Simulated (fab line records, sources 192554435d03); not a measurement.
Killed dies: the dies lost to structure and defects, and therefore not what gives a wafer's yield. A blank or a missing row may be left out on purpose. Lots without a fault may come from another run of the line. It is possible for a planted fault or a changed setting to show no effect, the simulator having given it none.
Chamber matching || flow n5Finfet || 4 sister chambers for N5_DUMMY_GATE_STRIP_41 on rieDiel-06
The step strips in O2. 20 wafers are shown with their chamber, then 10 later ones without.

## WAFERS, EACH WITH ITS CHAMBER
{"wafer": "L075.2", "chamber": 0, "drypumpMotorCurrentA (A)": 5.9, "showerheadPlenumPTorr (Torr)": 2.19, "throttleValvePct (%)": 16.42}
{"wafer": "L075.4", "chamber": 3, "drypumpMotorCurrentA (A)": 5.7, "showerheadPlenumPTorr (Torr)": 2.18, "throttleValvePct (%)": 16.46}
{"wafer": "L075.6", "chamber": 0, "drypumpMotorCurrentA (A)": 5.9, "showerheadPlenumPTorr (Torr)": 2.19, "throttleValvePct (%)": 16.40}
{"wafer": "L076.1", "chamber": 1, "drypumpMotorCurrentA (A)": 5.5, "showerheadPlenumPTorr (Torr)": 1.95, "throttleValvePct (%)": 16.69}
{"wafer": "L076.2", "chamber": 0, "drypumpMotorCurrentA (A)": 5.9, "showerheadPlenumPTorr (Torr)": 2.18, "throttleValvePct (%)": 16.41}
{"wafer": "L076.5", "chamber": 0, "drypumpMotorCurrentA (A)": 5.9, "showerheadPlenumPTorr (Torr)": 2.19, "throttleValvePct (%)": 16.41}
{"wafer": "L078.2", "chamber": 2, "drypumpMotorCurrentA (A)": 6.1, "showerheadPlenumPTorr (Torr)": 2.14, "throttleValvePct (%)": 16.88}
{"wafer": "L078.4", "chamber": 3, "drypumpMotorCurrentA (A)": 5.7, "showerheadPlenumPTorr (Torr)": 2.18, "throttleValvePct (%)": 16.48}
{"wafer": "L078.5", "chamber": 2, "drypumpMotorCurrentA (A)": 6.1, "showerheadPlenumPTorr (Torr)": 2.14, "throttleValvePct (%)": 16.87}
{"wafer": "L081.3", "chamber": 1, "drypumpMotorCurrentA (A)": 5.5, "showerheadPlenumPTorr (Torr)": 1.95, "throttleValvePct (%)": 16.70}
{"wafer": "L081.4", "chamber": 2, "drypumpMotorCurrentA (A)": 6.1, "showerheadPlenumPTorr (Torr)": 2.14, "throttleValvePct (%)": 16.88}
{"wafer": "L081.5", "chamber": 0, "drypumpMotorCurrentA (A)": 5.9, "showerheadPlenumPTorr (Torr)": 2.18, "throttleValvePct (%)": 16.43}
{"wafer": "L086.3", "chamber": 0, "drypumpMotorCurrentA (A)": 5.9, "showerheadPlenumPTorr (Torr)": 2.18, "throttleValvePct (%)": 16.44}
{"wafer": "L086.4", "chamber": 3, "drypumpMotorCurrentA (A)": 5.7, "showerheadPlenumPTorr (Torr)": 2.17, "throttleValvePct (%)": 16.52}
{"wafer": "L086.5", "chamber": 2, "drypumpMotorCurrentA (A)": 6.0, "showerheadPlenumPTorr (Torr)": 2.13, "throttleValvePct (%)": 16.89}
{"wafer": "L087.3", "chamber": 0, "drypumpMotorCurrentA (A)": 5.9, "showerheadPlenumPTorr (Torr)": 2.18, "throttleValvePct (%)": 16.44}
{"wafer": "L087.5", "chamber": 2, "drypumpMotorCurrentA (A)": 6.1, "showerheadPlenumPTorr (Torr)": 2.13, "throttleValvePct (%)": 16.88}
{"wafer": "L087.6", "chamber": 3, "drypumpMotorCurrentA (A)": 5.7, "showerheadPlenumPTorr (Torr)": 2.17, "throttleValvePct (%)": 16.52}
{"wafer": "L089.1", "chamber": 1, "drypumpMotorCurrentA (A)": 5.5, "showerheadPlenumPTorr (Torr)": 1.94, "throttleValvePct (%)": 16.73}
{"wafer": "L089.3", "chamber": 3, "drypumpMotorCurrentA (A)": 5.7, "showerheadPlenumPTorr (Torr)": 2.17, "throttleValvePct (%)": 16.54}

SIGNATURES (means of the wafers above)
{"reading": "drypumpMotorCurrentA", "chamber 0": 5.900, "chamber 1": 5.500, "chamber 2": 6.080, "chamber 3": 5.700, "scatter within a chamber": 0.0224}
{"reading": "showerheadPlenumPTorr", "chamber 0": 2.1843, "chamber 1": 1.9467, "chamber 2": 2.1360, "chamber 3": 2.1740, "scatter within a chamber": 0.00547}
{"reading": "throttleValvePct", "chamber 0": 16.4214, "chamber 1": 16.7067, "chamber 2": 16.8800, "chamber 3": 16.5040, "scatter within a chamber": 0.0207}
Rule: a wafer's distance from a chamber is the root of the sum, over the readings, of the square of ((its reading less the chamber's mean) divided by the reading's scatter). The wafer belongs to the nearest chamber; if the next one is less than 2 further off, it can't be placed. How the scatter is found: for the shown wafers, subtract from each reading the mean of its chamber, square and add these, divide the total by (wafers less chambers), then take the root.

## WAFERS WHOSE CHAMBER IS MISSING
{"wafer": "L089.4", "drypumpMotorCurrentA (A)": 5.9, "showerheadPlenumPTorr (Torr)": 2.18, "throttleValvePct (%)": 16.47}
{"wafer": "L090.2", "drypumpMotorCurrentA (A)": 6.1, "showerheadPlenumPTorr (Torr)": 2.13, "throttleValvePct (%)": 16.90}
{"wafer": "L090.3", "drypumpMotorCurrentA (A)": 5.5, "showerheadPlenumPTorr (Torr)": 1.94, "throttleValvePct (%)": 16.73}
{"wafer": "L090.4", "drypumpMotorCurrentA (A)": 5.7, "showerheadPlenumPTorr (Torr)": 2.17, "throttleValvePct (%)": 16.52}
{"wafer": "L094.1", "drypumpMotorCurrentA (A)": 5.9, "showerheadPlenumPTorr (Torr)": 2.17, "throttleValvePct (%)": 16.46}
{"wafer": "L094.5", "drypumpMotorCurrentA (A)": 6.1, "showerheadPlenumPTorr (Torr)": 2.13, "throttleValvePct (%)": 16.90}
{"wafer": "L094.6", "drypumpMotorCurrentA (A)": 5.6, "showerheadPlenumPTorr (Torr)": 1.94, "throttleValvePct (%)": 16.74}
{"wafer": "L096.1", "drypumpMotorCurrentA (A)": 5.9, "showerheadPlenumPTorr (Torr)": 2.17, "throttleValvePct (%)": 16.49}
{"wafer": "L096.3", "drypumpMotorCurrentA (A)": 5.7, "showerheadPlenumPTorr (Torr)": 2.16, "throttleValvePct (%)": 16.56}
{"wafer": "L096.5", "drypumpMotorCurrentA (A)": 5.9, "showerheadPlenumPTorr (Torr)": 2.17, "throttleValvePct (%)": 16.48}

## EACH ONE'S CHAMBER
{"wafer": "L089.4", "from the rows above": 0, "in truth": 0}
{"wafer": "L090.2", "from the rows above": 2, "in truth": 2}
{"wafer": "L090.3", "from the rows above": 1, "in truth": 1}
{"wafer": "L090.4", "from the rows above": 3, "in truth": 3}
{"wafer": "L094.1", "from the rows above": 0, "in truth": 0}
{"wafer": "L094.5", "from the rows above": 2, "in truth": 2}
{"wafer": "L094.6", "from the rows above": 1, "in truth": 1}
{"wafer": "L096.1", "from the rows above": 0, "in truth": 0}
{"wafer": "L096.3", "from the rows above": 3, "in truth": 3}
{"wafer": "L096.5", "from the rows above": 0, "in truth": 0}
Correctly placed: 10 of 10. Can't be placed from these rows: 0. Placed wrongly: 0.
